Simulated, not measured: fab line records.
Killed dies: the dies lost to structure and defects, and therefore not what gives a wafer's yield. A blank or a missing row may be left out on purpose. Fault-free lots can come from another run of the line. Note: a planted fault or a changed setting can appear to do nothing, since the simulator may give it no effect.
Matching of chambers	flow n5-finfet	N5_GATE_CUT_ETCH_28 on rie-diel-01: 4 sister chambers
The step etches underlayer in N2/H2, target depth 13 nm, time 10.4 s. 4 wafers are shown with their chamber, then 9 later ones without.

## EACH WAFER AND ITS CHAMBER
wafer	chamber	drypump-motor-current-A (A)
L087.2	2	6.3
L087.3	0	5.7
L094.3	1	5.5
L094.5	3	5.5

## WAFERS MISSING THEIR CHAMBER
wafer	drypump-motor-current-A (A)
L095.1	5.4
L095.3	5.5
L095.6	5.4
L096.2	5.5
L096.3	5.5
L096.6	5.5
L097.1	6.2
L097.3	5.4
L097.6	5.5

## WHICH CHAMBER EACH ONE RAN IN
wafer	from the rows above	in truth
L095.1	can't be placed: 1 or 3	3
L095.3	can't be placed: 1 or 3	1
L095.6	can't be placed: 1 or 3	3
L096.2	can't be placed: 1 or 3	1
L096.3	can't be placed: 1 or 3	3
L096.6	can't be placed: 1 or 3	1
L097.1	2	2
L097.3	can't be placed: 1 or 3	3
L097.6	can't be placed: 1 or 3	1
Correctly placed: 1 of 9. Unplaceable from these rows: 8, with the true chamber sitting among the candidates in 8. Placed wrongly: 0.
How it was worked out, from the rows above alone: a wafer's distance from a chamber is the root of the sum, over the readings, of the square of ((its reading less the chamber's mean) divided by the reading's scatter). The wafer belongs to the nearest chamber; if the next one is less than 2 further off, it can't be placed. A chamber's mean is the mean of its shown wafers. The scatter (one wafer shown for each chamber): square how far every hidden wafer sits from the nearest shown wafer, average those squares and take the square root.
